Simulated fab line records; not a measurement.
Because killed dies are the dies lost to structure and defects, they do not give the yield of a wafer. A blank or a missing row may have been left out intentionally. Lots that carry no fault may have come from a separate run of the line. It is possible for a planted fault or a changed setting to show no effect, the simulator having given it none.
fab line records	flow n5_finfet
[record] lots = 9	wafers = 26	last_day = 18
route steps=1938 shown BEOL_M6@1208
lots untouched by any fault: they come from a run of this same line in which no faults occurred
start_h: start of the lot's first displayed wafer, in hours after the record's first day	wait_h: how many hours have passed since the lot's step before this one	" repeats the value in the row above	L1.1+2: a single row standing in for several wafers	- either no value or no given start	* or withheld: withheld	< > ~ a bound
route shown NAME@n: a module of which the file shows steps, and the number in the route of the first	usual: mean/standard deviation of fault-free wafers	same: alike in all rows	chamber/n: place in a boat	sites: each site's reading	_std_site: how widely they spread, as a standard deviation	_edge_site: inner sites' mean taken away from outer sites' mean	radius_mm: how far each site lies from the wafer's centre	mask NAME#n: copy n	behind: tool/chamber where the wafer was last shaped	hold: cause of the lot's hold/its duration in hours/its outcome	device: names the non-switching transistor (n, p or np)	end of line: the same wafers' tests at the end of the route	where a step has no rows: the recipe by itself	killed: at the first sort, the dies lost to defects and structure; wafer yield is something else	map: a wafer's dies, marking killed ones x, the rest . and places with no die _
set.NAME: setting as actually run; set.NAME@STEP: the setting as run at that earlier step	model.NAME: the simulator's own value behind a step, which no gauge read
the route's steps for a sample of lots (tables are steps, rows are wafers)
services: when a tool's chamber went out of use (start_h, in hours from the record's first day, below 0 if earlier), for how many hours, and the reason
[[steps]]
[step N5_BEOL_M6_OVL_MEAS_12]
[recipe] points_per_wafer = 44
[usual] M6_OVL = 0.2/0.81
lot.wafer	tool	chamber	start_h	wait_h	M6_OVL[nm]
L679.3	overlay-01	0	193.72	0.0	1.2
L679.4	"	0	"	"	0.7
L679.6	"	0	"	"	-0.2
L680.1	overlay-01	0	203.23	0.0	0.6
L680.3	"	0	"	"	0.1
L680.5	"	0	"	"	0.2
L683.2	overlay-02	0	232.97	0.0	0.3
L683.3	"	0	"	"	-0.5
L683.6	"	0	"	"	0.4
L688.1	overlay-01	0	249.94	0.0	0.9
L688.4	"	0	"	"	0.1
L688.6	"	0	"	"	-0.3
L692.1	overlay-02	0	271.85	0.0	0.6
L692.3	"	0	"	"	1.0
L692.5	"	0	"	"	0.7
L695.1	overlay-01	0	285.63	0.0	-0.3
L695.3	"	0	"	"	0.5
L695.6	"	0	"	"	0.9
L697.1	overlay-02	0	302.35	0.0	1.1
L697.2	"	0	"	"	1.1
L697.3	"	0	"	"	2.1
L699.3	overlay-01	0	323.08	0.0	0.6
L699.4	"	0	"	"	0.6
L699.6	"	0	"	"	1.0
L702.2	overlay-02	0	332.92	0.0	-0.1
L702.5	"	0	"	"	-0.2
[step N5_BEOL_M6_STRIP_67]
[recipe] chemistry = CF4	resist = SiARC	power_w = 300	bias_power_w = 75	pressure_mtorr = 50	cf4_flow_sccm = 150	rf_frequency_hz = 6e+07
[usual] bias_power_w = 74.94/0.22	drypump_motor_current_A = 5.8/0.43	oes_product_au = 0.76/0.078	rf_vpp_V = 271.2/1.5	showerhead_plenum_p_Torr = 1.79/0.054	throttle_valve_pct = 13.71/0.3
lot.wafer	tool	chamber	start_h	wait_h	bias_power_w	drypump_motor_current_A	oes_product_au	rf_hours_counter_h	rf_vpp_V	showerhead_plenum_p_Torr	throttle_valve_pct
L679.3	rie_diel-01	2	194.01	0.0	75.08	5.7	0.75	182	273.5	1.86	13.97
L679.4	"	3	"	"	74.94	5.7	0.75	-	270.3	1.77	13.60
L679.6	"	0	"	"	74.75	6.3	0.69	-	269.6	1.69	14.05
L680.1	rie_diel-02	1	203.52	0.0	74.72	5.9	0.74	145	270.2	1.71	13.50
L680.3	"	3	"	"	75.31	5.9	0.90	37	268.3	1.76	13.57
L680.5	"	1	"	"	74.99	5.8	0.74	-	268.7	1.71	13.50
L683.2	rie_diel-05	1	233.27	0.0	74.90	4.7	0.68	226	272.9	1.83	13.97
L683.3	"	2	"	"	75.14	5.9	0.70	221	270.3	1.76	13.72
L683.6	"	0	"	"	74.83	6.4	0.75	-	270.9	1.75	13.85
L688.1	rie_diel-02	2	250.23	0.0	74.71	5.8	0.78	113	270.0	1.82	13.70
L688.4	"	2	"	"	75.05	5.7	0.79	-	272.0	1.82	13.71
L688.6	"	0	"	"	75.31	5.3	0.71	-	270.2	1.79	14.03
L692.1	rie_diel-02	2	272.14	0.0	74.97	5.8	0.78	125	270.4	1.81	13.74
L692.3	"	0	"	"	74.43	5.2	0.71	230	270.6	1.79	14.03
L692.5	"	0	"	"	74.54	5.3	0.70	-	271.9	1.78	14.04
L695.1	rie_diel-05	0	286.11	0.0	75.25	6.4	0.73	200	269.7	1.74	13.89
L695.3	"	3	"	"	74.89	5.6	0.94	8	272.8	1.84	13.21
L695.6	"	1	"	"	74.83	4.7	0.67	-	272.8	1.82	14.02
L697.1	rie_diel-01	0	302.65	0.0	75.13	6.3	0.90	34	273.9	1.89	13.56
L697.2	"	2	"	"	74.83	5.7	0.72	227	274.2	1.84	14.06
L697.3	"	3	"	"	74.67	5.7	0.72	219	271.2	1.76	13.70
L699.3	rie_diel-02	0	323.51	0.0	75.14	5.3	0.69	248	271.0	1.78	14.09
L699.4	"	3	"	"	74.68	5.9	0.85	67	269.6	1.76	13.62
L699.6	"	1	"	"	75.02	5.8	0.70	-	269.7	1.69	13.61
L702.2	rie_diel-01	3	333.22	0.0	74.83	5.7	0.71	230	271.5	1.76	13.70
L702.5	"	1	"	"	74.77	6.5	0.84	-	272.8	1.80	13.02
[step N5_BEOL_M6_COAT_64]
[recipe] resist = SiARC	temp_c = 220	time_s = 60	spin_rpm = 1500	resist_thk_nm = 12
[usual] plate_temp_C = 220.02/0.17	spin_speed_rpm = 1500.1/0.9
lot.wafer	tool	chamber	start_h	wait_h	plate_temp_C	spin_speed_rpm
L679.3	litho_track-04	0	194.36	-	219.95	1498.4
L679.4	"	0	"	"	220.02	1499.6
L679.6	"	0	"	"	220.08	1499.1
L680.1	litho_track-02	0	204.17	-	220.04	1500.7
L680.3	"	0	"	"	219.94	1499.8
L680.5	"	0	"	"	220.01	1501.7
L683.2	litho_track-02	0	233.62	-	219.95	1293.4
L683.3	"	0	"	"	219.96	1295.5
L683.6	"	0	"	"	219.89	1294.5
L688.1	litho_track-02	0	251.14	-	220.03	1294.5
L688.4	"	0	"	"	219.74	1293.3
L688.6	"	0	"	"	219.90	1293.6
L692.1	litho_track-04	0	272.40	-	220.20	1500.0
L692.3	"	0	"	"	219.91	1501.1
L692.5	"	0	"	"	220.03	1501.1
L695.1	litho_track-04	0	287.42	-	219.95	1501.0
L695.3	"	0	"	"	219.83	1500.2
L695.6	"	0	"	"	220.21	1498.9
L697.1	litho_track-04	0	302.91	-	220.17	1499.6
L697.2	"	0	"	"	220.35	1499.6
L697.3	"	0	"	"	220.21	1499.6
L699.3	litho_track-04	0	323.87	-	220.49	1498.6
L699.4	"	0	"	"	219.95	1500.0
L699.6	"	0	"	"	220.23	1500.0
L702.2	litho_track-02	0	336.19	-	219.97	1500.5
L702.5	"	0	"	"	219.99	1499.4
[step N5_BEOL_M6_DESCUM_33]
[recipe] chemistry = O2	time_s = 7	source_power_w = 50	bias_power_w = 20	pressure_mtorr = 20	rf_frequency_hz = 2.712e+07	temp_c = 40	resist = CAR-EUV	o2_flow_sccm = 225
[usual] bias_power_w = 20.00/0.059	drypump_motor_current_A = 5.8/0.48	oes_product_au = 0.77/0.09	rf_vpp_V = 243.3/1.3	showerhead_plenum_p_Torr = 2.11/0.073	throttle_valve_pct = 20.6/0.33
lot.wafer	tool	chamber	start_h	wait_h	bias_power_w	drypump_motor_current_A	oes_product_au	rf_hours_counter_h	rf_vpp_V	showerhead_plenum_p_Torr	throttle_valve_pct
L679.3	rie_diel-05	2	194.88	0.0	19.98	5.9	0.70	209	242.7	2.07	20.4
L679.4	"	3	"	"	19.96	5.6	0.68	233	244.8	2.15	20.3
L679.6	"	0	"	"	19.99	6.3	0.74	-	241.7	2.01	20.5
L680.1	rie_diel-05	1	204.68	0.0	20.05	4.7	0.68	215	243.9	2.17	21.0
L680.3	"	2	"	"	20.01	5.9	0.70	212	244.5	2.07	20.4
L680.5	"	2	"	"	19.98	5.9	0.70	-	244.4	2.07	20.4
L683.2	rie_diel-05	1	234.01	0.0	19.91	4.8	0.68	226	243.1	2.17	21.0
L683.3	"	3	"	"	19.98	5.6	0.67	247	243.9	2.14	20.4
L683.6	"	1	"	"	19.98	4.8	0.68	-	244.9	2.17	21.0
L688.1	rie_diel-05	2	251.80	0.3	19.92	5.9	0.68	230	241.8	2.07	20.5
L688.4	"	1	"	"	19.98	4.8	0.67	-	244.3	2.16	21.0
L688.6	"	2	"	"	20.05	5.9	0.69	-	244.5	2.07	20.5
L692.1	rie_diel-01	2	273.03	0.1	20.03	5.7	0.73	216	242.3	2.19	21.1
L692.3	"	3	"	"	19.93	5.7	0.72	207	241.2	2.06	20.5
L692.5	"	0	"	"	19.95	6.2	0.92	-	245.0	2.23	20.6
L695.1	rie_diel-05	0	287.94	0.0	20.01	6.4	0.73	201	242.0	2.00	20.6
L695.3	"	1	"	"	19.91	4.7	0.65	247	245.0	2.16	21.0
L695.6	"	3	"	"	19.94	5.6	0.94	-	243.6	2.14	20.0
L697.1	rie_diel-02	3	303.43	0.0	19.99	5.9	0.86	61	240.9	2.05	20.5
L697.2	"	0	"	"	19.96	5.3	0.71	242	243.2	2.07	20.9
L697.3	"	1	"	"	19.98	5.9	0.71	193	242.5	1.98	20.4
L699.3	rie_diel-01	2	324.71	0.3	19.89	5.7	0.71	236	243.8	2.18	21.2
L699.4	"	3	"	"	20.02	5.7	0.72	226	242.2	2.06	20.5
L699.6	"	0	"	"	19.96	6.2	0.89	-	244.4	2.23	20.6
L702.2	rie_diel-05	1	336.71	0.0	19.90	4.7	0.97	2	243.3	2.16	20.5
L702.5	"	1	"	"	19.88	4.7	0.99	-	244.7	2.16	20.5
[step N5_BEOL_M6_ETCH_65]
[recipe] chemistry = CF4	target = SiARC	target_depth_a = 156	mask_material = CAR-EUV	time_s = 26	ion_energy_ev = 80	pressure_mtorr = 40	source_w = 545	bias_w = 36	Ar_flow_sccm = 100	cf4_flow_sccm = 100	ends = cleared
[usual] drypump_motor_current_A = 5.8/0.48	etch_rf_on_time_s = 26.3/0.85	oes_product_au = 0.66/0.081	rf_vpp_V = 184.2/1.3	showerhead_plenum_p_Torr = 2.15/0.066	throttle_valve_pct = 15.70/0.3
lot.wafer	tool	chamber	start_h	wait_h	drypump_motor_current_A	etch_rf_on_time_s	oes_product_au	rf_hours_counter_h	rf_vpp_V	showerhead_plenum_p_Torr	throttle_valve_pct
L679.3	rie_diel-05	2	194.93	0.0	5.9	25.8	0.61	209	183.0	2.11	15.69
L679.4	"	3	"	"	5.6	26.7	0.58	233	184.5	2.21	15.70
L679.6	"	0	"	"	6.4	27.2	0.63	-	181.4	2.08	15.83
L680.1	rie_diel-05	1	204.74	0.0	4.8	26.6	0.58	215	185.7	2.20	16.02
L680.3	"	2	"	"	5.8	25.7	0.60	212	184.1	2.11	15.69
L680.5	"	2	"	"	5.8	25.7	0.61	-	183.9	2.11	15.68
L683.2	rie_diel-05	1	234.06	0.0	4.8	28.7	0.57	226	185.0	2.20	16.03
L683.3	"	3	"	"	5.6	28.8	0.58	247	185.0	2.20	15.72
L683.6	"	1	"	"	4.8	28.9	0.57	-	185.4	2.20	16.04
L688.1	rie_diel-05	2	251.85	0.0	5.9	28.1	0.59	230	183.7	2.11	15.71
L688.4	"	1	"	"	4.7	29.5	0.56	-	184.0	2.19	16.06
L688.6	"	2	"	"	5.9	28.0	0.59	-	185.0	2.11	15.74
L692.1	rie_diel-01	2	273.08	0.0	5.7	26.1	0.62	216	185.4	2.20	16.05
L692.3	"	3	"	"	5.7	26.0	0.62	207	182.2	2.11	15.65
L692.5	"	0	"	"	6.3	25.2	0.81	-	186.2	2.28	15.67
L695.1	rie_diel-05	0	287.99	0.0	6.4	27.7	0.60	201	182.6	2.07	15.91
L695.3	"	1	"	"	4.7	27.8	0.55	247	184.9	2.19	16.08
L695.6	"	3	"	"	5.7	26.9	0.79	-	184.8	2.20	15.25
L697.1	rie_diel-02	3	303.48	0.0	5.9	25.3	0.74	61	185.4	2.09	15.64
L697.2	"	0	"	"	5.3	25.9	0.60	242	183.9	2.12	16.05
L697.3	"	1	"	"	5.8	26.7	0.59	193	183.3	2.02	15.61
L699.3	rie_diel-01	2	324.76	0.0	5.7	26.1	0.61	236	184.1	2.19	16.06
L699.4	"	3	"	"	5.8	25.9	0.61	226	184.2	2.10	15.70
L699.6	"	0	"	"	6.3	25.0	0.78	-	184.4	2.27	15.69
L702.2	rie_diel-05	1	336.76	0.0	4.8	25.6	0.83	2	185.2	2.19	15.54
L702.5	"	1	"	"	4.8	25.7	0.84	-	184.1	2.19	15.54
[[services]]
tool	chamber	start_h	hours	kind
rie_diel-01	1	177.02	-	clean
rie_diel-01	1	177.02	-	consumable_replace:esc
rie_diel-01	1	177.02	-	consumable_replace:focus_ring
rie_diel-01	1	177.02	20.8	scheduled_down
rie_diel-01	1	177.02	20.8	vent_cycle
rie_diel-02	-	195.71	3.6	repair
rie_diel-05	0	203.48	8.1	repair
rie_diel-02	2	205.00	27.5	repair
rie_diel-02	0	226.35	10.5	repair
rie_diel-02	3	241.86	46.0	repair
rie_diel-05	3	243.39	-	clean
rie_diel-05	3	243.39	-	consumable_replace:focus_ring
rie_diel-05	3	243.39	13.8	scheduled_down
rie_diel-05	3	243.39	13.8	vent_cycle
rie_diel-05	-	266.00	4.0	pm
rie_diel-05	1	297.00	-	clean
rie_diel-05	1	297.00	-	consumable_replace:focus_ring
rie_diel-05	1	297.00	35.3	scheduled_down
rie_diel-05	1	297.00	35.3	vent_cycle
rie_diel-05	0	319.99	7.4	repair
rie_diel-05	2	332.38	-	clean
rie_diel-05	2	332.38	-	consumable_replace:focus_ring
rie_diel-05	2	332.38	17.7	scheduled_down
rie_diel-05	2	332.38	17.7	vent_cycle
[[key]]
[first_sign] step = N5_BEOL_M6_COAT_64	reading = spin_speed_rpm	direction = down	sigmas = 99+	usual = *	struck = *
[effect] step = N5_BEOL_M6_ETCH_65	reading = etch_rf_on_time_s	direction = up	sigmas = 2.8	usual = *	struck = *
met_at N5_BEOL_M6_COAT_64
struck_lots L683,L688
not_acting_at N5_BEOL_M6_OVL_MEAS_12,N5_BEOL_M6_STRIP_67,N5_BEOL_M6_DESCUM_33
onset_between 204.17 233.62
[fault] kind = process_parameter_drift	tool = litho_track-02	chamber = -	onset_h = 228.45	steps = N5_BEOL_M6_COAT_64	channel = spin_rpm	offset = *	shape = step	end_h = 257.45	acts_in = *	stated = *
